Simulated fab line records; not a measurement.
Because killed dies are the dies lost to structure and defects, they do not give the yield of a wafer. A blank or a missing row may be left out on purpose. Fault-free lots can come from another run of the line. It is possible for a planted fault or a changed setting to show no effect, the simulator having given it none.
fab line records	flow n5Finfet
record lots=8	wafers=24	lastDay=18
route steps=1938 shown FIN_CUT@165 STI_FIN_REVEAL@187 BEOL_M4@1111 PASSIVATION@1936
lots with no fault: from the same line, run without faults
startH: hours from the record's first day to the start of the lot's first wafer shown	waitH: how many hours have passed since the lot's step before this one	" repeats the value in the row above	L1.1+2: a single row standing in for several wafers	- no value present, or no start provided	* or withheld: withheld	< > ~ a bound
route shown NAME@n: NAME is a module with steps in the file, n the number in the route of the first one	usual: mean and standard deviation over wafers with no fault	same: alike in all rows	chamber/n: place in a boat	sites: the reading at each site	_std_site: standard deviation across them	_edge_site: mean of outer sites minus mean of inner sites	radiusMm: how far each site lies from the wafer's centre	mask NAME#n: copy n	behind: the tool/chamber that last shaped the wafer	hold: cause of the lot's hold/its duration in hours/its outcome	device: whichever transistor did not switch (one of n, p or np)	end of line: the tests these same wafers got at the end of their route	a step with no rows: only its recipe	killed: dies that structure and defects cost at the first sort, which is not the same as the wafer's yield	map: shows each die of a wafer: x if killed, . if not, _ if none is there
set.NAME: the setting that was run; set.NAME@STEP: the one run at that earlier step	model.NAME: the simulator's own value behind a step, which no gauge read
steps of the route over a sample of lots; a table a step, a row a wafer
services: a tool's chamber out of use, with start hour (startH, from the record's first day; less than 0 if before it), hours out, and reason
## steps
# step N5_FIN_CUT_INSPECT_10
# recipe mode=adi	inspectInstrument=brightfield
# usual rawDefectCount=44/13
lot.wafer	tool	chamber	startH	waitH	rawDefectCount
L713.2	defectInspect-01	-	27.33	0.0	53
L713.3	"	-	"	"	50
L713.6	"	-	"	"	52
L718.2	defectInspect-01	-	57.37	0.0	26
L718.3	"	-	"	"	47
L718.6	"	-	"	"	52
L719.1	defectInspect-02	-	63.11	0.1	44
L719.3	"	-	"	"	46
L719.5	"	-	"	"	34
L726.1	defectInspect-01	-	109.49	0.1	51
L726.4	"	-	"	"	48
L726.5	"	-	"	"	48
L727.2	defectInspect-01	-	112.08	0.0	47
L727.5	"	-	"	"	37
L727.6	"	-	"	"	35
L728.4	defectInspect-02	-	119.58	0.0	17
L728.5	"	-	"	"	25
L728.6	"	-	"	"	31
L732.1	defectInspect-02	-	141.59	0.1	42
L732.4	"	-	"	"	47
L732.5	"	-	"	"	50
L736.1	defectInspect-01	-	167.84	0.1	53
L736.3	"	-	"	"	45
L736.5	"	-	"	"	70
# step N5_FIN_CUT_ETCH_20
# recipe chemistry=CF4	target=SiARC	targetDepthA=260	maskMaterial=CAR-EUV	timeS=43.3	ionEnergyEv=80	pressureMtorr=40	sourceW=545	biasW=36	Ar_flow_sccm=100	cf4FlowSccm=100	ends=cleared
# usual drypumpMotorCurrentA=5.7/0.44	etchRfOnTimeS=43.4/0.94	oesProductAu=0.65/0.05	rfFwdPowerW=535/3	rfVppV=184.1/1.4	showerheadPlenumPTorr=2.15/0.082	throttleValvePct=15.69/0.18
lot.wafer	tool	chamber	startH	waitH	drypumpMotorCurrentA	etchRfOnTimeS	oesProductAu	rfFwdPowerW	rfHoursCounterH	rfVppV	showerheadPlenumPTorr	throttleValvePct
L713.2	rieDiel-06	1	27.73	0.0	5.5	42.3	0.70	534	81	181.8	2.00	15.38
L713.3	"	3	"	"	6.1	41.1	0.66	533	185	183.4	2.12	15.66
L713.6	"	1	"	"	5.5	42.6	0.71	533	-	183.0	2.00	15.40
L718.2	rieDiel-06	0	57.45	0.0	5.6	43.2	0.66	533	153	185.6	2.22	15.74
L718.3	"	2	"	"	4.8	42.1	0.60	533	229	182.0	2.03	15.85
L718.6	"	2	"	"	4.8	42.4	0.60	534	-	183.2	2.03	15.87
L719.1	rieDiel-01	0	63.32	0.0	6.2	44.4	0.61	532	172	183.3	2.06	15.92
L719.3	"	2	"	"	5.1	44.8	0.67	536	114	185.0	2.26	15.72
L719.5	"	0	"	"	6.2	44.5	0.62	532	-	180.9	2.06	15.95
L726.1	rieDiel-04	3	109.63	0.0	6.0	43.5	0.61	540	203	184.7	2.22	15.71
L726.4	"	2	"	"	5.9	44.1	0.76	539	33	183.8	2.18	15.40
L726.5	"	3	"	"	6.0	43.4	0.60	541	-	184.6	2.22	15.71
L727.2	rieDiel-04	1	112.17	0.0	5.4	42.6	0.62	538	200	185.5	2.20	15.97
L727.5	"	2	"	"	5.9	44.1	0.75	540	-	184.7	2.18	15.41
L727.6	"	1	"	"	5.4	42.8	0.62	539	-	184.1	2.20	15.97
L728.4	rieDiel-06	1	119.67	0.0	5.5	42.4	0.69	532	104	181.2	2.00	15.44
L728.5	"	1	"	"	5.5	42.9	0.68	532	-	183.1	2.00	15.43
L728.6	"	0	"	"	5.6	44.0	0.64	536	-	183.9	2.21	15.77
L732.1	rieDiel-06	1	141.67	0.0	5.5	42.8	0.67	532	112	182.7	1.99	15.44
L732.4	"	0	"	"	5.6	44.2	0.62	535	-	184.5	2.21	15.80
L732.5	"	1	"	"	5.5	42.6	0.68	533	-	180.8	1.99	15.45
L736.1	rieDiel-06	2	168.99	0.0	4.8	42.0	0.81	536	10	186.2	2.28	15.42
L736.3	"	0	"	"	5.6	44.2	0.62	535	189	185.8	2.20	15.81
L736.5	"	3	"	"	6.2	42.0	0.62	537	-	183.9	2.11	15.74
# step N5_FIN_CUT_CUT_ETCH_26
# recipe chemistry=CH3F/O2	target=SiNx	targetDepthA=390	maskMaterial=SOC	timeS=55.7	pressureMtorr=30	sourceW=395	biasW=73	Ar_flow_sccm=150	CH3F_flow_sccm=30	O2_flow_sccm=20	ionEnergyEv=120
# usual drypumpMotorCurrentA=5.7/0.44	oesProductAu=0.76/0.058	rfFwdPowerW=391.1/1.7	rfVppV=298/4.5	showerheadPlenumPTorr=2.00/0.083	throttleValvePct=16.42/0.18
lot.wafer	tool	chamber	startH	waitH	drypumpMotorCurrentA	oesProductAu	rfFwdPowerW	rfHoursCounterH	rfVppV	showerheadPlenumPTorr	throttleValvePct
L713.2	rieDiel-06	1	28.12	0.0	5.5	0.83	389.9	81	301	1.86	16.10
L713.3	"	3	"	"	6.2	0.76	391.3	185	297	1.98	16.46
L713.6	"	1	"	"	5.5	0.82	391.4	-	301	1.86	16.11
L718.2	rieDiel-06	0	57.84	0.0	5.6	0.76	390.3	153	296	2.08	16.50
L718.3	"	2	"	"	4.8	0.70	390.7	229	294	1.89	16.53
L718.6	"	2	"	"	4.8	0.70	390.4	-	293	1.89	16.55
L719.1	rieDiel-01	0	63.70	0.0	6.2	0.71	387.0	172	295	1.91	16.63
L719.3	"	2	"	"	5.1	0.78	392.5	114	298	2.11	16.48
L719.5	"	0	"	"	6.2	0.71	388.0	-	296	1.91	16.63
L726.1	rieDiel-04	3	110.02	0.0	6.0	0.71	391.6	204	297	2.06	16.39
L726.4	"	2	"	"	5.8	0.89	390.4	33	289	2.04	16.12
L726.5	"	3	"	"	6.0	0.71	392.5	-	296	2.06	16.39
L727.2	rieDiel-04	1	112.55	0.0	5.5	0.72	391.1	200	302	2.06	16.70
L727.5	"	2	"	"	5.9	0.87	394.7	-	290	2.03	16.11
L727.6	"	1	"	"	5.5	0.72	391.8	-	302	2.06	16.71
L728.4	rieDiel-06	1	120.05	0.0	5.5	0.80	390.2	104	301	1.85	16.14
L728.5	"	1	"	"	5.5	0.80	390.6	-	299	1.85	16.14
L728.6	"	0	"	"	5.6	0.75	390.1	-	295	2.07	16.52
L732.1	rieDiel-06	1	142.06	0.0	5.5	0.79	386.7	112	301	1.85	16.15
L732.4	"	0	"	"	5.6	0.74	390.4	-	295	2.07	16.53
L732.5	"	1	"	"	5.5	0.79	389.4	-	300	1.85	16.17
L736.1	rieDiel-06	2	169.37	0.0	4.8	0.94	392.7	10	297	2.13	16.13
L736.3	"	0	"	"	5.6	0.73	389.8	190	295	2.06	16.56
L736.5	"	3	"	"	6.2	0.71	392.4	-	296	1.97	16.53
# step N5_STI_FIN_REVEAL_CMP_04
# recipe stopOn=Si3N4	tOverpolishS=4	downForcePsi=2	platenRpm=54.18	postCmpClean=alkalineBrush	padVelocityMS=1.078	targetThkNm=131.83
# usual edgeZonePressureFrac=1.000/0.0049	headPressurePsi=2.000/0.0046	motorCurrentA=8.2/0.69	overpolishRunS=4.000/0.0093	platenRpm=54.18/0.033	tOverpolishS=4/0	timeToEndpointS=107/4.4
lot.wafer	tool	chamber	startH	waitH	edgeZonePressureFrac	headPressurePsi	motorCurrentA	overpolishRunS	platenRpm	tOverpolishS	timeToEndpointS
L713.2	cmp-01	3	33.79	0.1	0.999	2.007	8.4	4.005	54.22	4	98
L713.3	"	0	"	"	0.994	2.001	7.2	3.991	54.20	4	97
L713.6	"	1	"	"	0.998	1.995	7.3	3.998	54.18	4	101
L718.2	cmp-01	2	63.53	0.1	0.998	2.007	8.5	4.000	54.17	4	101
L718.3	"	3	"	"	0.997	1.998	7.9	3.999	54.16	4	101
L718.6	"	0	"	"	1.003	1.992	7.5	4.017	54.20	4	101
L719.1	cmp-03	3	69.36	0.1	1.003	1.996	9.3	4.003	54.17	4	106
L719.3	"	1	"	"	1.001	2.005	8.6	3.993	54.19	4	99
L719.5	"	3	"	"	1.006	1.999	9.7	3.986	54.23	4	103
L726.1	cmp-03	2	115.79	0.2	-	-	-	-	-	-	-
L726.4	"	0	"	"	-	-	-	-	-	-	-
L726.5	"	1	"	"	-	-	-	-	-	-	-
L727.2	cmp-03	2	118.79	0.0	-	-	-	-	-	-	-
L727.5	"	2	"	"	-	-	-	-	-	-	-
L727.6	"	3	"	"	-	-	-	-	-	-	-
L728.4	cmp-01	0	125.80	0.0	-	-	-	-	-	-	-
L728.6	"	0	"	"	-	-	-	-	-	-	-
L728.5	"	1	"	"	-	-	-	-	-	-	-
L732.4	cmp-01	0	147.66	0.0	1.002	2.000	7.4	4.003	54.19	4	108
L732.1	"	2	"	"	1.002	2.003	7.9	4.001	54.20	4	105
L732.5	"	1	"	"	1.016	1.998	7.2	4.004	54.21	4	108
L736.1	cmp-01	2	175.17	0.1	0.997	2.000	8.1	4.003	54.15	4	114
L736.3	"	3	"	"	1.008	1.999	8.0	4.028	54.22	4	118
L736.5	"	1	"	"	1.000	1.999	7.2	4.002	54.21	4	115
# step N5_STI_FIN_REVEAL_THK_MEAS_05
# usual thkNm=132.5/1.2
lot.wafer	tool	chamber	startH	waitH	thkNm
L713.2	filmMetro-02	-	34.01	-	131.0
L713.3	"	-	"	"	129.7
L713.6	"	-	"	"	131.3
L718.2	filmMetro-01	-	63.74	-	130.8
L718.3	"	-	"	"	131.5
L718.6	"	-	"	"	130.7
L719.1	filmMetro-02	-	69.62	-	131.8
L719.3	"	-	"	"	131.5
L719.5	"	-	"	"	132.3
L726.1	filmMetro-01	-	116.04	0.2	310.7
L726.4	"	-	"	"	314.2
L726.5	"	-	"	"	314.3
L727.2	filmMetro-02	-	119.08	0.3	307.0
L727.5	"	-	"	"	305.4
L727.6	"	-	"	"	307.9
L728.4	filmMetro-01	-	126.10	0.3	315.0
L728.5	"	-	"	"	306.7
L728.6	"	-	"	"	314.8
L732.1	filmMetro-01	-	147.96	-	131.6
L732.4	"	-	"	"	132.6
L732.5	"	-	"	"	133.3
L736.1	filmMetro-01	-	175.43	-	133.1
L736.3	"	-	"	"	134.8
L736.5	"	-	"	"	134.2
# step N5_STI_FIN_REVEAL_INSPECT_13
# recipe inspectInstrument=darkfield	mode=postClean
# usual rawDefectCount=12/5.2
lot.wafer	tool	chamber	startH	waitH	rawDefectCount
L713.2	defectInspect-01	-	37.51	0.0	8
L713.3	"	-	"	"	12
L713.6	"	-	"	"	10
L718.2	defectInspect-02	-	67.55	0.0	11
L718.3	"	-	"	"	15
L718.6	"	-	"	"	11
L719.1	defectInspect-01	-	73.19	0.0	7
L719.3	"	-	"	"	13
L719.5	"	-	"	"	7
L726.1	defectInspect-02	-	119.52	0.0	79
L726.4	"	-	"	"	105
L726.5	"	-	"	"	55
L727.2	defectInspect-01	-	122.36	0.0	112
L727.5	"	-	"	"	158
L727.6	"	-	"	"	118
L728.4	defectInspect-02	-	129.58	0.0	77
L728.5	"	-	"	"	101
L728.6	"	-	"	"	67
L732.1	defectInspect-02	-	151.32	0.0	9
L732.4	"	-	"	"	11
L732.5	"	-	"	"	19
L736.1	defectInspect-02	-	178.84	0.0	7
L736.3	"	-	"	"	8
L736.5	"	-	"	"	14
# step N5_BEOL_M4_RC_MEAS_101
# usual DIBL_N=35.9/1.8	DIBL_P=36.2/2	IOFF_N=0.16/0.031	IOFF_P=0.22/0.041	ION_N=676/11	ION_P=465/8.5	SS_N=71.4/0.64	SS_P=73.2/0.7	VT_N=250/3.5	VT_P=-250/3.9
lot.wafer	tool	chamber	startH	waitH	DIBL_N[mV/V]	DIBL_P[mV/V]	IOFF_N[nA/um]	IOFF_P[nA/um]	ION_N[uA/um]	ION_P[uA/um]	SS_N[mV/dec]	SS_P[mV/dec]	VT_N[mV]	VT_P[mV]
L713.2	prober-01	0	172.38	0.2	35.4	35.3	0.13	0.22	672	466	71.4	72.4	255	-249
L713.3	"	0	"	"	36.9	37.8	0.17	0.29	694	484	71.1	73.3	249	-244
L713.6	"	0	"	"	35.3	34.9	0.14	0.23	674	476	70.7	73.0	252	-246
L719.1	prober-02	0	203.17	0.0	36.7	36.8	0.15	0.18	670	456	70.9	73.6	252	-256
L719.3	"	0	"	"	38.2	39.8	0.19	0.24	684	464	71.9	73.7	248	-250
L719.5	"	0	"	"	37.1	37.2	0.15	0.20	666	458	70.8	73.7	251	-253
L718.2	prober-02	0	214.88	0.2	35.2	35.6	0.13	0.18	658	448	72.0	73.5	252	-258
L718.3	"	0	"	"	36.6	37.7	0.16	0.22	671	462	72.2	73.9	248	-254
L718.6	"	0	"	"	34.1	34.7	0.12	0.16	672	462	71.5	73.3	252	-255
L732.1	prober-01	0	290.67	0.0	38.3	40.2	0.22	0.28	679	470	72.5	74.3	247	-245
L732.4	"	0	"	"	38.3	39.0	0.20	0.26	685	476	72.2	73.0	246	-246
L732.5	"	0	"	"	37.5	37.9	0.18	0.24	678	464	72.2	73.7	248	-247
L736.1	prober-02	0	321.11	0.0	35.7	35.5	0.13	0.15	676	456	70.6	73.4	250	-258
L736.3	"	0	"	"	35.4	35.8	0.13	0.15	678	464	70.6	72.5	254	-259
L736.5	"	0	"	"	35.6	36.1	0.14	0.15	675	452	71.2	73.0	249	-256
# step N5_PASSIVATION_PROBE_49
# usual defectLimitedYield=91.3/1.3	killed_at_M0_to_M3=35/9.3	killed_at_M4_up=14/5.2	killedAtContacts=12/5.9	killedAtFrontEnd=38/11	killedAtOther=4/3.7	killedDies=103/15	killedOnRim=14/4	killedOpen=67/12	killedShort=34/8	sort_bin_5_function=5.1/0.88	sort_bin_6_memory=3.3/0.65	sortNPass=1077/15	sortYieldPct=91.3/1.3
# same grossDies=1180	killedAtBackSide=0	sort_bin_4_leakage[%]=0	sort_bin_8_speed[%]=0
lot.wafer	tool	chamber	startH	waitH	defectLimitedYield[%]	killed_at_M0_to_M3	killed_at_M4_up	killedAtContacts	killedAtFrontEnd	killedAtOther	killedDies	killedOnRim	killedOpen	killedShort	sort_bin_5_function[%]	sort_bin_6_memory[%]	sortNPass	sortYieldPct[%]
L719.1	prober-02	-	315.42	0.0	90.2	39	14	13	49	1	116	12	87	29	5.9	3.8	1064	90.2
L719.3	prober-02	-	315.52	0.1	89.9	27	18	9	64	1	119	18	82	35	5.7	4.2	1061	89.9
L719.5	prober-02	-	315.62	0.2	90.3	40	24	7	41	2	114	17	86	26	5.8	3.8	1066	90.3
L718.2	prober-01	-	328.52	0.1	89.7	45	11	13	53	0	122	17	80	40	4.8	5.2	1058	89.7
L718.3	prober-01	-	328.57	0.1	89.7	50	19	10	42	0	121	17	74	46	5.8	4.2	1059	89.7
L718.6	prober-01	-	328.72	0.3	89.9	46	17	11	44	1	119	13	79	39	6.0	4.0	1061	89.9
L726.1	prober-01	-	380.60	0.0	0	31	15	4	1126	4	1180	152	75	29	96.6	3.2	0	0
L726.4	prober-01	-	380.75	0.2	0	21	23	9	1127	0	1180	152	65	23	96.4	3.6	0	0
L726.5	prober-01	-	380.80	0.2	0	50	12	7	1109	2	1180	152	62	50	95.8	3.7	0	0
L727.2	prober-02	-	380.65	0.1	0	29	15	20	1111	5	1180	152	64	34	96.4	3.2	0	0
L727.5	prober-02	-	380.80	0.2	0	52	20	11	1095	2	1180	152	91	46	94.9	4.7	0	0
L727.6	prober-02	-	380.85	0.3	0	42	9	10	1113	6	1180	152	64	44	97.1	2.7	0	0
L728.4	prober-02	-	381.05	0.5	0	27	10	12	1129	2	1180	152	50	39	97.4	2.3	0	0
L728.5	prober-02	-	381.10	0.5	0	31	19	10	1120	0	1180	152	62	33	97.2	2.5	0	0
L728.6	prober-02	-	381.15	0.6	0	29	14	15	1120	2	1180	152	59	30	96.9	3.1	0	0
L732.1	prober-02	-	399.63	0.6	92.3	26	15	13	34	3	91	11	50	41	4.2	3.1	1089	92.3
L732.4	prober-02	-	399.78	0.7	90.5	36	16	8	49	3	112	18	62	48	5.8	3.2	1068	90.5
L732.5	prober-02	-	399.83	0.8	90.0	39	13	9	57	0	118	14	66	51	5.3	4.4	1062	90.0
L736.1	prober-02	-	430.75	0.0	91.7	29	20	5	43	1	98	19	70	27	4.6	3.4	1082	91.7
L736.3	prober-02	-	430.85	0.1	89.1	46	26	15	41	1	129	17	96	33	7.3	3.5	1051	89.1
L736.5	prober-02	-	430.95	0.2	91.0	54	19	5	28	0	106	14	69	37	5.1	3.5	1074	91.0
# killed by level:class
L719.1 STI_FIN_REVEAL:geometricParticle:open=15 FIN_SAQP:geometricParticle:open=11 MOL_CONTACT_COAG:geometricParticle:open=11 BEOL_M0_SAQP:geometricParticle:short=11 BEOL_M0_SAQP:geometricParticle:open=7 BEOL_M1:geometricParticle:open=6 BEOL_M3:geometricParticle:open=6 FIN_SAQP:geometricParticle:short=5
L719.3 FIN_SAQP:geometricParticle:open=14 STI_FIN_REVEAL:geometricParticle:open=12 BEOL_M4:geometricParticle:open=8 MOL_CONTACT_COAG:geometricParticle:open=7 GATE_CUT:geometricParticle:open=7 FIN_SAQP:geometricParticle:short=6 BEOL_M0_SAQP:geometricParticle:open=6 STI_FIN_REVEAL:geometricParticle:short=5
L719.5 FIN_SAQP:geometricParticle:open=10 BEOL_M0_SAQP:geometricParticle:open=10 FIN_SAQP:geometricParticle:short=9 BEOL_M3:geometricParticle:open=9 STI_FIN_REVEAL:geometricParticle:open=8 BEOL_M4:geometricParticle:open=8 MOL_CONTACT_COAG:geometricParticle:open=7 BEOL_M2:geometricParticle:open=7
L718.2 BEOL_M3:geometricParticle:open=21 MOL_CONTACT_COAG:geometricParticle:open=10 DUMMY_GATE:geometricParticle:open=9 FIN_SAQP:geometricParticle:open=8 FIN_SAQP:geometricParticle:short=8 BEOL_M0_SAQP:geometricParticle:open=7 BEOL_M3:geometricParticle:short=6 GATE_CUT:geometricParticle:short=5
L718.3 FIN_SAQP:geometricParticle:short=15 BEOL_M3:geometricParticle:open=15 BEOL_M0_SAQP:geometricParticle:open=10 BEOL_M0_SAQP:geometricParticle:short=10 ILD0:geometricParticle:open=6 MOL_CONTACT_COAG:geometricParticle:open=6 BEOL_M2:geometricParticle:open=6 BEOL_M5:geometricParticle:open=6
L718.6 BEOL_M3:geometricParticle:open=15 BEOL_M0_SAQP:geometricParticle:short=10 MOL_CONTACT_COAG:geometricParticle:open=10 FIN_SAQP:geometricParticle:open=8 BEOL_M0_SAQP:geometricParticle:open=7 STI_FIN_REVEAL:geometricParticle:open=6 DUMMY_GATE:geometricParticle:open=5 FIN_SAQP:geometricParticle:short=4
L726.1 STI_FIN_REVEAL:areaCmp=1076 STI_FIN_REVEAL:geometricParticle:open=13 FIN_SAQP:geometricParticle:open=11 FIN_SAQP:geometricParticle:short=9 BEOL_M3:geometricParticle:open=8 BEOL_M1:geometricParticle:open=8 GATE_CUT:geometricParticle:open=6 BEOL_M0_SAQP:geometricParticle:open=5
L727.2 STI_FIN_REVEAL:areaCmp=1082 MOL_CONTACT_COAG:geometricParticle:open=13 FIN_SAQP:geometricParticle:open=9 MOL_CONTACT_COAG:geometricParticle:short=7 BEOL_M0_SAQP:geometricParticle:open=7 BEOL_M4:geometricParticle:open=7 FIN_SAQP:geometricParticle:short=6 BEOL_M2:geometricParticle:open=6
L726.4 STI_FIN_REVEAL:areaCmp=1092 BEOL_M4:geometricParticle:open=11 MOL_CONTACT_COAG:geometricParticle:open=7 BEOL_M0_SAQP:geometricParticle:open=7 BEOL_M2:geometricParticle:open=6 FIN_SAQP:geometricParticle:open=5 STI_FIN_REVEAL:geometricParticle:open=5 GATE_CUT:geometricParticle:open=5
L726.5 STI_FIN_REVEAL:areaCmp=1068 BEOL_M0_SAQP:geometricParticle:short=18 BEOL_M2:geometricParticle:open=12 BEOL_M0_SAQP:geometricParticle:open=10 FIN_SAQP:geometricParticle:short=8 FIN_SAQP:geometricParticle:open=8 GATE_CUT:geometricParticle:short=6 MOL_CONTACT_COAG:geometricParticle:open=6
L727.5 STI_FIN_REVEAL:areaCmp=1043 FIN_SAQP:geometricParticle:open=21 BEOL_M1:geometricParticle:open=16 BEOL_M0_SAQP:geometricParticle:open=11 MOL_CONTACT_COAG:geometricParticle:open=10 FIN_SAQP:geometricParticle:short=9 BEOL_M4:geometricParticle:open=9 BEOL_M0_SAQP:geometricParticle:short=8
L727.6 STI_FIN_REVEAL:areaCmp=1070 BEOL_M0_SAQP:geometricParticle:short=13 STI_FIN_REVEAL:geometricParticle:open=10 BEOL_M0_SAQP:geometricParticle:open=10 FIN_SAQP:geometricParticle:open=9 BEOL_M1:geometricParticle:open=8 FIN_SAQP:geometricParticle:short=7 MOL_CONTACT_COAG:geometricParticle:open=7
L728.4 STI_FIN_REVEAL:areaCmp=1090 FIN_SAQP:geometricParticle:open=7 FIN_SAQP:geometricParticle:short=7 MOL_CONTACT_COAG:geometricParticle:open=6 MOL_CONTACT_COAG:geometricParticle:short=6 BEOL_M1:geometricParticle:open=6 STARTING-WAFER:geometricParticle:short=6 BEOL_M2:geometricParticle:open=5
L728.5 STI_FIN_REVEAL:areaCmp=1083 FIN_SAQP:geometricParticle:open=10 FIN_SAQP:geometricParticle:short=10 BEOL_M6:geometricParticle:open=9 MOL_CONTACT_COAG:geometricParticle:open=8 BEOL_M0_SAQP:geometricParticle:short=7 BEOL_M1:geometricParticle:open=5 BEOL_M3:geometricParticle:open=5
L728.6 STI_FIN_REVEAL:areaCmp=1090 FIN_SAQP:geometricParticle:open=11 MOL_CONTACT_COAG:geometricParticle:short=9 MOL_CONTACT_COAG:geometricParticle:open=6 BEOL_M0_SAQP:geometricParticle:short=6 BEOL_M0_SAQP:geometricParticle:open=5 BEOL_M3:geometricParticle:open=5 DUMMY_GATE:geometricParticle:open=4
L732.1 BEOL_M0_SAQP:geometricParticle:short=11 FIN_SAQP:geometricParticle:open=10 MOL_CONTACT_COAG:geometricParticle:open=10 FIN_SAQP:geometricParticle:short=6 GATE_CUT:geometricParticle:short=5 BEOL_M0_SAQP:geometricParticle:open=5 BEOL_M4:geometricParticle:short=5 BEOL_M4:geometricParticle:open=5
L732.4 BEOL_M4:geometricParticle:open=13 BEOL_M0_SAQP:geometricParticle:short=12 FIN_SAQP:geometricParticle:short=10 GATE_CUT:geometricParticle:short=10 BEOL_M2:geometricParticle:open=9 GATE_CUT:geometricParticle:open=7 MOL_CONTACT_COAG:geometricParticle:open=6 BEOL_M0_SAQP:geometricParticle:open=6
L732.5 FIN_SAQP:geometricParticle:short=19 BEOL_M0_SAQP:geometricParticle:open=14 BEOL_M0_SAQP:geometricParticle:short=12 STI_FIN_REVEAL:geometricParticle:open=9 FIN_SAQP:geometricParticle:open=7 MOL_CONTACT_COAG:geometricParticle:open=7 BEOL_M3:geometricParticle:open=6 STI_FIN_REVEAL:geometricParticle:short=4
L736.1 BEOL_M3:geometricParticle:open=12 FIN_SAQP:geometricParticle:open=11 BEOL_M4:geometricParticle:open=10 FIN_SAQP:geometricParticle:short=7 STI_FIN_REVEAL:geometricParticle:open=7 BEOL_M2:geometricParticle:open=6 BEOL_M0_SAQP:geometricParticle:open=4 BEOL_M3:geometricParticle:short=4
L736.3 BEOL_M4:geometricParticle:open=17 MOL_CONTACT_COAG:geometricParticle:open=13 BEOL_M2:geometricParticle:open=12 BEOL_M0_SAQP:geometricParticle:open=11 FIN_SAQP:geometricParticle:open=8 BEOL_M3:geometricParticle:open=8 STI_FIN_REVEAL:geometricParticle:open=6 BEOL_M0_SAQP:geometricParticle:short=6
L736.5 BEOL_M0_SAQP:geometricParticle:short=13 BEOL_M2:geometricParticle:open=13 BEOL_M1:geometricParticle:open=8 STI_FIN_REVEAL:geometricParticle:open=7 BEOL_M0_SAQP:geometricParticle:open=7 GATE_CUT:geometricParticle:open=6 BEOL_M4:geometricParticle:open=6 MOL_CONTACT_COAG:geometricParticle:open=5
## services
tool	chamber	startH	hours	kind
cmp-03	-	4.91	4.6	repair
rieDiel-04	-	8.39	0.6	repair
cmp-01	-	16.13	8.2	pm
cmp-03	-	38.57	4.0	pm
cmp-03	-	42.57	-	consumableReplace:conditioner
cmp-03	-	42.57	-	consumableReplace:pad
cmp-03	-	45.16	5.6	pm
rieDiel-04	0	62.99	3.1	repair
cmp-01	-	66.62	1.7	repair
rieDiel-01	0	107.52	8.7	repair
rieDiel-06	2	130.38	-	clean
rieDiel-06	2	130.38	-	consumableReplace:focusRing
rieDiel-06	2	130.38	-	consumableReplace:showerhead
rieDiel-06	2	130.38	17.2	scheduledDown
rieDiel-06	2	130.38	17.2	ventCycle
rieDiel-01	-	142.97	28.1	pm
cmp-01	-	145.89	1.5	repair
rieDiel-06	-	151.78	0.2	repair
## key
firstSign step=N5_STI_FIN_REVEAL_CMP_04	reading=toolRecord	direction=missing
effect step=N5_STI_FIN_REVEAL_THK_MEAS_05	reading=thkNm	direction=up	sigmas=99+	usual=*	struck=*
effect step=N5_STI_FIN_REVEAL_INSPECT_13	reading=rawDefectCount	direction=up	sigmas=16	usual=12	struck=97
effect step=N5_PASSIVATION_PROBE_49	reading=sort_bin_5_function	direction=up	sigmas=99+	usual=5.1	struck=96.5
moreKillsBornAt N5_STI_FIN_REVEAL_CMP_04@cmp-03=6421	N5_STI_FIN_REVEAL_CMP_04@cmp-01=3255
metAt N5_STI_FIN_REVEAL_CMP_04
struckLots L726,L727,L728
laterRowsLeftOut L726.1,L726.4,L726.5,L727.2,L727.5,L727.6,L728.4,L728.5,L728.6
notActingAt N5_FIN_CUT_INSPECT_10,N5_FIN_CUT_ETCH_20,N5_FIN_CUT_CUT_ETCH_26
onsetBetween 69.36 115.79
fault kind=skippedStepWhole	tool=cmp-01,cmp-03	chamber=-	onsetH=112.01	steps=N5_STI_FIN_REVEAL_CMP_04	scope=struckLotsOnly
# laterRowsLeftOut: the simulator's readings of these wafers behind a module that went badly wrong aren't trusted and aren't shown, but for the sort
